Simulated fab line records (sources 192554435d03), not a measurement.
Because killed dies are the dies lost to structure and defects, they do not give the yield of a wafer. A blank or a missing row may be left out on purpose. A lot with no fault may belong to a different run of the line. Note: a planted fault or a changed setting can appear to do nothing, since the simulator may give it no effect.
fab line records    flow n5Finfet
[record] lots = 6  wafers = 18  lastDay = 17
route steps=1938 shown MIM_BOT_LITHO@1857 MIM_BOT_ETCH@1866 PASSIVATION@1936
lots that met no fault: taken from a fault-free run of the same line
startH: hours from the record's opening day to when the first of the lot's shown wafers began    waitH: hours from the lot's prior step to this one    " same as the row above    L1.1+2: a row that stands for several wafers    - no value, or no start given    * or withheld: withheld    < > ~ a bound
route shown NAME@n: a module of which the file shows steps, and the number in the route of the first    usual: average and standard deviation across the fault-free wafers    same: alike in all rows    chamber/n: place in a boat    sites: readings site by site    _std_site: the standard deviation of these    _edge_site: mean of outer sites minus mean of inner sites    radiusMm: how far each site lies from the wafer's centre    mask NAME#n: copy n    behind: the last tool/chamber to shape the wafer    hold: reason for holding the lot/hours on hold/outcome of the hold    device: transistor that didn't switch, given as n, p or np    end of line: the same wafers' tests at the end of the route    a step with no rows: only its recipe    killed: dies that structure and defects cost at the first sort, which is not the same as the wafer's yield    map: per-die view of a wafer (x killed, . not killed, _ where there is no die)
set.NAME: setting as actually run; set.NAME@STEP: the setting as run at that earlier step    model.NAME: the simulator's own value behind a step, which no gauge read
lots seen at some steps along the route; tables by step, rows by wafer
services: from which hour (startH, from the record's first day; less than 0 if before it) a tool's chamber was out of use, for how many hours, and why
[[steps]]
[step N5_MIM_BOT_LITHO_SOFTBAKE_03]
[recipe] tempC = 100  timeS = 90
[step N5_MIM_BOT_LITHO_EXPOSE_05]
[recipe] maskId = MIM_BOT  na = 0.55  sourceShape = conventional  sigmaOuter = 0.8  polarization = unpolarized  doseMj = 24.25
[step N5_MIM_BOT_LITHO_PEB_06]
[recipe] pebTempC = withheld  pebTimeS = *
[step N5_MIM_BOT_LITHO_DEVELOP_07]
[recipe] developTimeS = 60  rinseLiquid = diw  dry = airSpin  devTempC = 21
[step N5_MIM_BOT_LITHO_HARDBAKE_09]
[recipe] tempC = 130  timeS = 120
[step N5_MIM_BOT_LITHO_CD_MEAS_08]
[recipe] targetCdNm = 3000  landingEnergyEv = 500  detector = seInlens  polarity = opening
[usual] cdNm = 3000.6/1.7
lot.wafer  tool      chamber  startH  waitH  cdNm
L426.2     cdSem-01  0        263.54  -      2999.7
L426.3     "         0        "       "      2999.3
L426.5     "         0        "       "      3003.6
L437.2     cdSem-03  0        322.88  -      3001.3
L437.3     "         0        "       "      3000.3
L437.5     "         0        "       "      2997.7
L438.2     cdSem-02  0        363.35  -      3000.9
L438.3     "         0        "       "      3001.5
L438.6     "         0        "       "      3000.6
L441.2     cdSem-01  0        363.71  -      3000.2
L441.3     "         0        "       "      2998.1
L441.6     "         0        "       "      3002.3
L442.1     cdSem-03  0        369.73  -      3002.4
L442.3     "         0        "       "      3002.2
L442.5     "         0        "       "      3000.5
L444.2     cdSem-03  0        387.65  -      3000.3
L444.3     "         0        "       "      3001.7
L444.6     "         0        "       "      2997.5
[step N5_MIM_BOT_LITHO_OVL_MEAS_11]
[recipe] pointsPerWafer = 44
[usual] MIM_BOT_OVL = -3/6
lot.wafer  tool        chamber  startH  waitH  MIM_BOT_OVL[nm]
L426.2     overlay-01  0        263.57  0.0    7
L426.3     "           0        "       "      10
L426.5     "           0        "       "      4
L437.2     overlay-01  0        322.91  0.0    2
L437.3     "           0        "       "      -1
L437.5     "           0        "       "      -1
L438.2     overlay-01  0        363.38  0.0    2
L438.3     "           0        "       "      -5
L438.6     "           0        "       "      -2
L441.2     overlay-01  0        363.74  0.0    -6
L441.3     "           0        "       "      -12
L441.6     "           0        "       "      -1
L442.1     overlay-02  0        369.76  0.0    0
L442.3     "           0        "       "      -3
L442.5     "           0        "       "      4
L444.2     overlay-02  0        387.68  0.0    2
L444.3     "           0        "       "      0
L444.6     "           0        "       "      9
[step N5_MIM_BOT_LITHO_INSPECT_12]
[recipe] mode = adi  inspectInstrument = macro
[usual] rawDefectCount = 2.2/1.5
lot.wafer  tool              chamber  startH  waitH  rawDefectCount
L426.2     defectInspect-01  -        263.60  0.0    2
L426.3     "                 -        "       "      3
L426.5     "                 -        "       "      1
L437.2     defectInspect-01  -        322.93  0.0    2
L437.3     "                 -        "       "      2
L437.5     "                 -        "       "      0
L438.2     defectInspect-02  -        363.41  0.0    5
L438.3     "                 -        "       "      4
L438.6     "                 -        "       "      3
L441.2     defectInspect-01  -        363.76  0.0    2
L441.3     "                 -        "       "      6
L441.6     "                 -        "       "      0
L442.1     defectInspect-02  -        369.79  0.0    1
L442.3     "                 -        "       "      4
L442.5     "                 -        "       "      1
L444.2     defectInspect-02  -        387.71  0.0    1
L444.3     "                 -        "       "      1
L444.6     "                 -        "       "      2
[step N5_MIM_BOT_LITHO_DESCUM_10]
[recipe] chemistry = O2  timeS = 7.9  sourcePowerW = 50  biasPowerW = 20  pressureMtorr = 20  rfFrequencyHz = 2.712e+07  tempC = 40  o2FlowSccm = 225
[usual] drypumpMotorCurrentA = 5.7/0.42  oesProductAu = 0.81/0.05  rfVppV = 242.7/1.3  showerheadPlenumPTorr = 2.06/0.065  throttleValvePct = 20.43/0.22
lot.wafer  tool        chamber  startH  waitH  drypumpMotorCurrentA  oesProductAu  rfHoursCounterH  rfVppV  showerheadPlenumPTorr  throttleValvePct
L426.2     rieDiel-03  3        263.63  0.0    5.3                   0.67          224              241.4   1.98                   20.64
L426.3     "           2        "       "      5.7                   0.85          68               242.7   2.01                   20.25
L426.5     "           3        "       "      5.3                   0.68          -                242.0   1.98                   20.63
L437.2     rieDiel-03  0        322.96  0.0    5.4                   0.85          63               243.3   2.03                   20.47
L437.3     "           1        "       "      5.6                   0.87          46               242.6   2.04                   20.68
L437.5     "           0        "       "      5.4                   0.85          -                241.7   2.03                   20.48
L438.2     rieDiel-04  2        363.65  0.2    6.2                   0.77          136              243.7   2.08                   20.20
L438.3     "           3        "       "      6.4                   0.86          50               244.0   2.12                   20.29
L438.6     "           0        "       "      5.1                   0.76          -                242.2   2.02                   20.90
L441.2     rieDiel-04  1        364.28  0.5    5.8                   0.79          117              242.5   2.02                   20.38
L441.3     "           0        "       "      5.2                   0.77          164              243.6   2.02                   20.92
L441.6     "           2        "       "      6.1                   0.77          -                244.2   2.08                   20.19
L442.1     rieDiel-02  0        369.82  0.0    5.6                   0.84          76               244.4   2.13                   20.41
L442.3     "           2        "       "      5.5                   0.78          132              241.9   2.01                   20.55
L442.5     "           3        "       "      5.6                   0.82          -                245.7   2.20                   20.11
L444.2     rieDiel-03  2        387.74  0.0    5.7                   0.79          113              241.2   1.99                   20.31
L444.3     "           3        "       "      5.2                   0.93          13               244.6   2.23                   20.32
L444.6     "           3        "       "      5.3                   0.94          -                245.8   2.23                   20.32
[step N5_MIM_BOT_ETCH_ETCH_04]
[recipe] chemistry = CF4/O2  target = SiNx  targetDepthA = 260  timeS = 13  ionEnergyEv = 100  pressureMtorr = 40  sourceW = 535  biasW = 49  Ar_flow_sccm = 100  cf4FlowSccm = 100  O2_flow_sccm = 10
[usual] drypumpMotorCurrentA = 5.7/0.43  oesProductAu = 0.81/0.053  rfVppV = 238/5  showerheadPlenumPTorr = 2.18/0.069  throttleValvePct = 15.99/0.17
lot.wafer  tool        chamber  startH  waitH  drypumpMotorCurrentA  oesProductAu  rfHoursCounterH  rfVppV  showerheadPlenumPTorr  throttleValvePct
L426.2     rieDiel-03  3        263.69  0.0    5.2                   0.67          224              249     2.09                   16.24
L426.3     "           2        "       "      5.7                   0.82          68               241     2.14                   15.92
L426.5     "           3        "       "      5.3                   0.67          -                249     2.09                   16.25
L437.2     rieDiel-03  0        323.03  0.0    5.5                   0.84          63               236     2.15                   16.09
L437.3     "           1        "       "      5.5                   0.88          46               237     2.15                   16.18
L437.5     "           0        "       "      5.4                   0.84          -                235     2.15                   16.08
L438.2     rieDiel-04  2        363.72  0.0    6.1                   0.77          136              235     2.20                   15.87
L438.3     "           3        "       "      6.4                   0.86          50               242     2.24                   15.93
L438.6     "           0        "       "      5.2                   0.77          -                234     2.12                   16.34
L441.2     rieDiel-04  1        364.35  0.0    5.8                   0.78          117              236     2.13                   15.87
L441.3     "           0        "       "      5.2                   0.76          164              234     2.12                   16.34
L441.6     "           2        "       "      6.1                   0.79          -                235     2.20                   15.86
L442.1     rieDiel-02  0        369.89  0.0    5.6                   0.83          76               244     2.22                   15.84
L442.3     "           2        "       "      5.5                   0.78          132              238     2.13                   16.09
L442.5     "           3        "       "      5.6                   0.83          -                235     2.33                   15.84
L444.2     rieDiel-03  2        387.81  0.0    5.7                   0.76          113              241     2.13                   16.01
L444.3     "           3        "       "      5.3                   0.92          13               254     2.34                   15.84
L444.6     "           3        "       "      5.3                   0.92          -                253     2.34                   15.85
[step N5_MIM_BOT_ETCH_ETCH_03]
[recipe] chemistry = Cl2/BCl3  targetDepthA = 120  pressureMtorr = 8  icpW = 800  biasW = 100  Cl2_flow_sccm = 20  bcl3FlowSccm = 80
[usual] drypumpMotorCurrentA = 5.9/0.47  oesProductAu = 0.81/0.096  throttleValvePct = 27.5/0.36
lot.wafer  tool         chamber  startH  waitH  drypumpMotorCurrentA  oesProductAu  rfHoursCounterH  throttleValvePct
L426.2     rieMetal-01  0        263.78  0.1    6.4                   0.89          14               27.2
L426.3     "            1        "       "      6.1                   0.92          -                28.1
L426.5     "            1        "       "      6.1                   0.93          -                28.1
L437.2     rieMetal-02  0        323.12  0.1    5.3                   0.71          60               27.9
L437.3     "            0        "       "      5.3                   0.72          -                27.9
L437.5     "            1        "       "      6.3                   0.95          -                27.1
L438.2     rieMetal-02  0        363.81  0.1    5.2                   0.71          64               27.9
L438.3     "            1        "       "      6.3                   0.92          -                27.1
L438.6     "            1        "       "      6.4                   0.93          -                27.1
L441.2     rieMetal-01  1        364.44  0.1    6.2                   0.86          14               28.1
L441.3     "            0        "       "      6.4                   0.85          -                27.3
L441.6     "            0        "       "      6.4                   0.84          -                27.3
L442.1     rieMetal-01  0        369.98  0.1    6.4                   0.83          24               27.3
L442.3     "            1        "       "      6.1                   0.86          -                28.1
L442.5     "            0        "       "      6.4                   0.84          -                27.3
L444.2     rieMetal-01  1        387.90  0.1    6.1                   0.85          16               28.1
L444.3     "            1        "       "      6.1                   0.84          -                28.1
L444.6     "            1        "       "      6.1                   0.84          -                28.1
[step N5_MIM_BOT_ETCH_ETCH_00]
[recipe] chemistry = Cl2/BCl3  target = TiN  targetDepthA = 455  ionEnergyEv = 150  pressureMtorr = 10  icpW = 1000  biasW = 126  Cl2_flow_sccm = 53.25  bcl3FlowSccm = 21.75  Ar_flow_sccm = 25
[usual] drypumpMotorCurrentA = 5.9/0.47  oesProductAu = 0.81/0.095  throttleValvePct = 21.9/0.32
lot.wafer  tool         chamber  startH  waitH  drypumpMotorCurrentA  oesProductAu  rfHoursCounterH  throttleValvePct
L426.2     rieMetal-01  0        263.87  0.1    6.4                   0.88          14               21.7
L426.3     "            1        "       "      6.1                   0.92          -                22.4
L426.5     "            1        "       "      6.1                   0.92          -                22.4
L437.2     rieMetal-02  0        323.21  0.1    5.2                   0.71          60               22.2
L437.3     "            0        "       "      5.2                   0.71          -                22.2
L437.5     "            1        "       "      6.3                   0.95          -                21.5
L438.2     rieMetal-02  0        363.90  0.1    5.2                   0.70          64               22.2
L438.3     "            1        "       "      6.3                   0.92          -                21.5
L438.6     "            1        "       "      6.4                   0.91          -                21.5
L441.2     rieMetal-01  1        364.53  0.1    6.1                   0.86          15               22.4
L441.3     "            0        "       "      6.4                   0.84          -                21.7
L441.6     "            0        "       "      6.4                   0.84          -                21.7
L442.1     rieMetal-01  0        370.07  0.1    6.4                   0.84          24               21.7
L442.3     "            1        "       "      6.1                   0.86          -                22.4
L442.5     "            0        "       "      6.4                   0.84          -                21.7
L444.2     rieMetal-01  1        387.99  0.1    6.1                   0.85          16               22.4
L444.3     "            1        "       "      6.1                   0.86          -                22.4
L444.6     "            1        "       "      6.1                   0.86          -                22.4
[step N5_MIM_BOT_ETCH_STRIP_01]
[recipe] chemistry = O2  powerW = 600  tempC = 60  pressureMtorr = 30  rfFrequencyHz = 6e+07  biasPowerW = 0  overashFraction = 0.5  o2FlowSccm = 225
[usual] chamberPressureMTorr = 30.00/0.073  drypumpMotorCurrentA = 5.8/0.44  oesProductAu = 0.82/0.048  rfVppV = 3.7/1.4  showerheadPlenumPTorr = 2.08/0.072  throttleValvePct = 16.64/0.19
lot.wafer  tool        chamber  startH  waitH  chamberPressureMTorr  drypumpMotorCurrentA  oesProductAu  rfHoursCounterH  rfVppV  showerheadPlenumPTorr  throttleValvePct
L426.2     rieDiel-02  3        264.01  0.1    30.02                 5.5                   0.88          24               4.3     2.22                   16.32
L426.3     "           2        "       "      30.02                 5.5                   0.82          92               4.5     2.03                   16.73
L426.5     "           3        "       "      30.10                 5.5                   0.87          -                3.7     2.22                   16.34
L437.2     rieDiel-04  3        323.35  0.1    29.99                 6.4                   0.89          36               3.2     2.12                   16.51
L437.3     "           0        "       "      29.87                 5.1                   0.78          149              5.6     2.03                   17.06
L437.5     "           1        "       "      29.98                 5.8                   0.81          -                2.7     2.03                   16.63
L438.2     rieDiel-02  2        364.15  0.2    30.11                 5.5                   0.79          129              2.8     2.01                   16.77
L438.3     "           3        "       "      29.97                 5.5                   0.83          61               2.9     2.20                   16.39
L438.6     "           2        "       "      29.99                 5.5                   0.80          -                7.0     2.02                   16.80
L441.2     rieDiel-04  0        364.82  0.2    30.02                 5.2                   0.76          164              2.2     2.03                   17.10
L441.3     "           2        "       "      38.88                 6.2                   0.77          136              1.4     2.08                   16.45
L441.6     "           1        "       "      29.86                 5.8                   0.79          -                3.9     2.03                   16.62
L442.1     rieDiel-03  3        370.21  0.1    30.13                 5.2                   0.96          5                3.0     2.24                   16.56
L442.3     "           3        "       "      30.08                 5.2                   0.95          -                2.9     2.23                   16.51
L442.5     "           2        "       "      30.05                 5.7                   0.78          -                3.1     2.00                   16.57
L444.2     rieDiel-04  1        388.13  0.1    30.00                 5.8                   0.78          125              5.8     2.02                   16.61
L444.3     "           2        "       "      39.04                 6.1                   0.78          145              3.7     2.08                   16.49
L444.6     "           3        "       "      29.93                 6.4                   0.85          -                3.4     2.12                   16.57
[step N5_MIM_BOT_ETCH_STRIP_02]
[recipe] chemistry = postEtchResidueRemover  timeS = 1200  tempC = 72.5
[step N5_PASSIVATION_PROBE_49]
[usual] defectLimitedYield = 91.4/1.4  killed_at_M0_to_M3 = 32/10  killed_at_M4_up = 13/5.6  killedAtContacts = 13/6.6  killedAtFrontEnd = 39/13  killedAtOther = 3.4/2.8  killedDies = 101/17  killedOpen = 66/13  killedShort = 33/7  sort_bin_5_function = 5.0/0.93  sort_bin_6_memory = 3.2/0.65  sortNPass = 1078/17  sortYieldPct = 91.4/1.4
[same] grossDies = 1180  killedAtBackSide = 0  sort_bin_4_leakage[%] = 0  sort_bin_8_speed[%] = 0
lot.wafer  tool       chamber  startH  waitH  defectLimitedYield[%]  killed_at_M0_to_M3  killed_at_M4_up  killedAtContacts  killedAtFrontEnd  killedAtOther  killedDies  killedOpen  killedShort  sort_bin_5_function[%]  sort_bin_6_memory[%]  sortNPass  sortYieldPct[%]
L426.2     prober-01  -        273.34  0.1    88.9                   25                  23               20                62                1              131         84          45           7.0                     3.4                   1049       88.9
L426.3     prober-01  -        273.39  0.1    91.5                   17                  15               23                43                2              100         62          31           4.6                     3.3                   1080       91.5
L426.5     prober-01  -        273.49  0.2    86.9                   37                  24               31                63                0              155         108         47           7.8                     4.9                   1025       86.9
L438.2     prober-02  -        374.16  0.1    90.2                   50                  17               4                 42                3              116         74          42           4.8                     4.7                   1064       90.2
L438.3     prober-02  -        374.21  0.1    88.7                   56                  13               9                 52                3              133         89          41           6.3                     4.2                   1047       88.7
L438.6     prober-02  -        374.36  0.3    90.3                   44                  17               9                 44                1              115         80          35           5.6                     4.0                   1065       90.3
L442.1     prober-02  -        378.08  0.0    91.2                   39                  6                12                39                8              104         69          29           4.4                     3.7                   1076       91.2
L442.3     prober-02  -        378.18  0.1    92.5                   31                  22               11                23                2              89          49          36           4.8                     2.4                   1091       92.5
L442.5     prober-02  -        378.28  0.2    92.6                   45                  12               5                 25                0              87          59          26           3.9                     3.2                   1093       92.6
// killed by level:class
L426.2 FIN_SAQP:geometricParticle:short=21 BEOL_M4:geometricParticle:open=16 FIN_SAQP:geometricParticle:open=14 MOL_CONTACT_COAG:geometricParticle:open=14 BEOL_M2:geometricParticle:open=10 DUMMY_GATE:geometricParticle:open=8 STI_FIN_REVEAL:geometricParticle:open=6 BEOL_M0_SAQP:geometricParticle:short=5
L426.3 MOL_CONTACT_COAG:geometricParticle:open=15 BEOL_M4:geometricParticle:open=12 STI_FIN_REVEAL:geometricParticle:open=9 FIN_SAQP:geometricParticle:short=7 DUMMY_GATE:geometricParticle:open=7 MOL_CONTACT_COAG:geometricParticle:short=6 FIN_SAQP:geometricParticle:open=5 BEOL_M1:geometricParticle:open=5
L426.5 MOL_CONTACT_COAG:geometricParticle:open=23 FIN_SAQP:geometricParticle:open=19 FIN_SAQP:geometricParticle:short=15 BEOL_M4:geometricParticle:open=11 BEOL_M0_SAQP:geometricParticle:short=10 STI_FIN_REVEAL:geometricParticle:open=8 MOL_CONTACT_COAG:geometricParticle:short=8 BEOL_M0_SAQP:geometricParticle:open=8
L438.2 BEOL_M2:geometricParticle:open=13 FIN_SAQP:geometricParticle:open=12 BEOL_M0_SAQP:geometricParticle:short=12 BEOL_M4:geometricParticle:open=12 BEOL_M0_SAQP:geometricParticle:open=11 BEOL_M1:geometricParticle:open=9 FIN_SAQP:geometricParticle:short=7 STI_FIN_REVEAL:geometricParticle:open=4
L438.3 BEOL_M0_SAQP:geometricParticle:open=27 FIN_SAQP:geometricParticle:short=12 BEOL_M0_SAQP:geometricParticle:short=11 STI_FIN_REVEAL:geometricParticle:open=11 FIN_SAQP:geometricParticle:open=10 MOL_CONTACT_COAG:geometricParticle:open=8 BEOL_M1:geometricParticle:open=7 BEOL_M1:geometricParticle:short=5
L438.6 BEOL_M0_SAQP:geometricParticle:open=17 FIN_SAQP:geometricParticle:short=13 BEOL_M0_SAQP:geometricParticle:short=12 MOL_CONTACT_COAG:geometricParticle:open=9 BEOL_M2:geometricParticle:open=9 BEOL_M4:geometricParticle:open=8 STI_FIN_REVEAL:geometricParticle:open=7 FIN_SAQP:geometricParticle:open=6
L442.1 BEOL_M0_SAQP:geometricParticle:open=13 MOL_CONTACT_COAG:geometricParticle:open=11 GATE_CUT:geometricParticle:open=7 BEOL_M0_SAQP:geometricParticle:short=7 STI_FIN_REVEAL:geometricParticle:open=6 BEOL_M3:geometricParticle:open=6 FIN_SAQP:geometricParticle:open=5 GATE_CUT:geometricParticle:short=5
L442.3 GATE_CUT:geometricParticle:short=10 MOL_CONTACT_COAG:geometricParticle:open=9 BEOL_M0_SAQP:geometricParticle:short=9 BEOL_M0_SAQP:geometricParticle:open=7 BEOL_M3:geometricParticle:open=6 BEOL_M5:geometricParticle:open=6 BEOL_M0:geometricParticle:open=5 FIN_SAQP:geometricParticle:short=4
L442.5 BEOL_M0_SAQP:geometricParticle:open=11 BEOL_M0_SAQP:geometricParticle:short=9 BEOL_M2:geometricParticle:open=8 DUMMY_GATE:geometricParticle:open=6 MOL_CONTACT_COAG:geometricParticle:open=5 BEOL_M3:geometricParticle:open=5 FIN_SAQP:geometricParticle:open=4 BEOL_M1:geometricParticle:short=4
[[services]]
tool         chamber  startH  hours  kind
rieMetal-02  -        259.26  2.8    pm
rieDiel-04   0        259.93  44.6   repair
rieMetal-02  1        295.03  -      clean
rieMetal-02  1        295.03  19.2   scheduledDown
rieMetal-02  1        295.03  19.2   ventCycle
rieDiel-03   1        300.65  1.3    repair
rieDiel-04   0        315.19  1.6    repair
rieDiel-02   -        322.39  0.2    repair
rieDiel-03   3        345.01  -      clean
rieDiel-03   3        345.01  -      consumableReplace:focusRing
rieDiel-03   3        345.01  -      consumableReplace:showerhead
rieDiel-03   3        345.01  15.3   scheduledDown
rieDiel-03   3        345.01  15.3   ventCycle
rieDiel-03   2        351.86  1.3    repair
rieDiel-02   1        352.68  16.7   repair
rieDiel-03   1        363.83  7.7    repair
rieDiel-03   0        369.47  10.3   repair
[[key]]
[firstSign] step = N5_MIM_BOT_ETCH_STRIP_01  reading = chamberPressureMTorr  direction = up  sigmas = 99+  usual = *  struck = *
effect none on later readings
metAt N5_MIM_BOT_ETCH_STRIP_01
struckWafers L441.3,L444.3
[fault] kind = processParameterDrift  tool = rieDiel-04  chamber = 2  onsetH = 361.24  steps = N5_MIM_BOT_ETCH_STRIP_01  channel = pressureMtorr  offset = *  shape = step  endH = 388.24  actsIn = *  stated = *
